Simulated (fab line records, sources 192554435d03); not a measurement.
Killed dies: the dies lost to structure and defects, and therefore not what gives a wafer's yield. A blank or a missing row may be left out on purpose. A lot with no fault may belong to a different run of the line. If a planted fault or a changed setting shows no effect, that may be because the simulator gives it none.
Comparing a struck lot with a sound one | flow n5_finfet | 39 steps out of a route of 1938
Sound: wafers L112.1, L112.3, L112.6. Struck: wafer L111.6 (left out: L111.2, L111.5 of the same lot, which were not struck); the cause appears at the end.
Each step with rows lists, per side, the tool, then ch with its chambers, then its first start. Under that, the readings that differ: sound wafers | struck wafers | difference of the means | sigmas: that difference in standard deviations of wafers without a fault.
alike: same words and numbers on both sides, and readings whose means sit less than 2 such deviations apart. not compared: any withheld reading, any reading some wafer has no value for, any bound like >300 that may hide the same value, and any number with overlapping values for which the record gives no deviation.
A row with sigmas, a row that says differs or no value, or rows on one side alone: a step with any of these is where the two part. Non-overlapping numbers with no deviation appear without sigmas and do not part them. A reading missing from all wafers of one side parts the sides only when that side holds two or more wafers.

first, 9 steps without rows for these wafers: N5_FIN_CUT_COAT_02 (resist thk 30 nm); N5_FIN_CUT_EBR_04; N5_FIN_CUT_SOFTBAKE_03 (time 60 s); N5_FIN_CUT_EXPOSE_05 (exposes mask FIN CUT); N5_FIN_CUT_PEB_06 (peb time 60 s); N5_FIN_CUT_DEVELOP_07 (develop time 30 s); N5_FIN_CUT_DESCUM_13 (chemistry O2, time 7 s); N5_FIN_CUT_ETCH_30 (etches underlayer in N2/H2, target depth 13 nm, time 10.4 s); N5_FIN_CUT_ETCH_20 (etches SiARC in CF4, target depth 26 nm, time 43.3 s).
N5_FIN_CUT_ETCH_21: etches SOC in N2/H2, target depth 219 nm, overetch 43.8 nm, time 523.5 s.
  sound on rie_diel-02 ch 0,2,3, day 7 21:41; struck on rie_diel-04 ch 0, day 7 14:55
  reading                                    | sound             | struck | difference | sigmas
  oes_product_au (a.u.)                      | 0.65 0.88 0.66    | 0.96   | +0.23      | +3
  run_length_s (s)                           | 546.7 546.6 546.2 | 500.5  | -46.0      | -99 or more
  throttle_valve_pct (%)                     | 18.34 17.54 18.07 | 17.37  | -0.61      | -2
  model.etch.depth_nm (nm)                   | 229.6 230.3 230.1 | 231    | +1         |
  model.SiARC_of_FIN_CUT_COAT_19.thk_nm (nm) | 12 11.6 11.8      | 12.4   | +0.6       |
  alike: drypump_motor_current_A, rf_vpp_V, showerhead_plenum_p_Torr
  not compared: rf_fwd_power_W, rf_hours_counter_h
then, 27 steps without rows for these wafers: N5_FIN_CUT_STRIP_23 (strips in N2/H2); N5_FIN_CUT_STRIP_31 (strips in N2/H2); N5_FIN_CUT_STRIP_24 (strips in CF4); N5_FIN_CUT_CUT_ETCH_26 (etches SiNx in CH3F/O2, target depth 39 nm, time 55.7 s); N5_FIN_CUT_CUT_ETCH_27 (etches SiO2 in CHF3/O2, target depth 4 nm, overetch 2 nm, time 4.9 s); N5_FIN_CUT_PRECLEAN_35 (cleans in vHF, time 13.3 s); N5_FIN_CUT_CUT_ETCH_15 (etches Si in HBr/Cl2/O2, target depth 100 nm, bt time 10 s, time 42.4 s); N5_FIN_CUT_CUT_ETCH_28 (etches Si in HBr/Cl2/O2, target depth 6 nm, time 2.4 s); N5_FIN_CUT_STRIP_22 (strips in N2/H2); N5_FIN_CUT_PRECLEAN_36 (cleans in O3/DIW, time 60 s); N5_FIN_CUT_SRD_32 (time 30 s); N5_FIN_CUT_UV_OZONE_34 (time 120 s); N5_STI_FIN_REVEAL_ALD_00 (deposits SiO2, target thk 1 nm, pulse time 1 s); N5_STI_FIN_REVEAL_ALD_14 (deposits Si3N4, target thk 3 nm); N5_STI_FIN_REVEAL_FCVD_FILL_01 (material SiO2 flowable, target thk 312 nm, time 512.2 s); N5_STI_FIN_REVEAL_DENSIFY_02 (time 1800 s); N5_STI_FIN_REVEAL_CMP_04 (polishes, stops on Si3N4, t overpolish 4 s, target thk 131.83 nm); N5_STI_FIN_REVEAL_DENSIFY_30; N5_STI_FIN_REVEAL_ETCHBACK_08 (etches SiO2 in C4F6/O2, target depth 30.5 nm, time 10.167 s); N5_STI_FIN_REVEAL_STRIP_24 (strips in N2/H2, time 90 s); N5_STI_FIN_REVEAL_PRECLEAN_25 (cleans in SPM, time 90 s); N5_STI_FIN_REVEAL_PRECLEAN_26 (cleans in SC1, time 45 s); N5_STI_FIN_REVEAL_PRECLEAN_29 (cleans in DHF, time 30 s); N5_STI_FIN_REVEAL_SRD_12 (time 30 s); N5_STI_FIN_REVEAL_RECESS_09 (chemistry HF/NH3, target SiO2, afs cycles 11, target depth 42.5 nm, sublimation time 60 s); N5_STI_FIN_REVEAL_STRIP_16 (strips SiNx in H3PO4, target depth 23.8 nm); N5_STI_FIN_REVEAL_PRECLEAN_17 (cleans in NF3:NH3, afs cycles 1, time 20 s, sublimation time 60 s).
-- record jumps: 6 days separate the struck wafers' starts on either side; left off in module STI_FIN_REVEAL, taken up again in module BEOL_M4, whose first shown step is the route's number 1111 --
N5_BEOL_M4_RC_MEAS_101:
  sound on prober-01 ch 0, day 13 21:56; struck on prober-01 ch 0, day 13 14:17
  alike: DIBL_N, DIBL_P, IOFF_N, IOFF_P, ION_N, ION_P, SS_N, SS_P, VT_N, VT_P
-- the record jumps here: 4 days lie between the struck wafers' starts before and after (it left off in module BEOL_M4 and takes up again in module PASSIVATION, whose first step shown is number 1936 of the route) --
N5_PASSIVATION_PROBE_49:
  only the struck wafers here have rows in the record (prober-02, day 17 23:37); the sound ones have none

## WHERE THEY PART
At N5_FIN_CUT_ETCH_21 first; at N5_PASSIVATION_PROBE_49 last (within this record only).

WHY: whatever the simulator had introduced
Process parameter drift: rie_diel-04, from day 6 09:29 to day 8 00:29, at N5_FIN_CUT_ETCH_21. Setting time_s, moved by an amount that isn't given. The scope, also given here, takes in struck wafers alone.
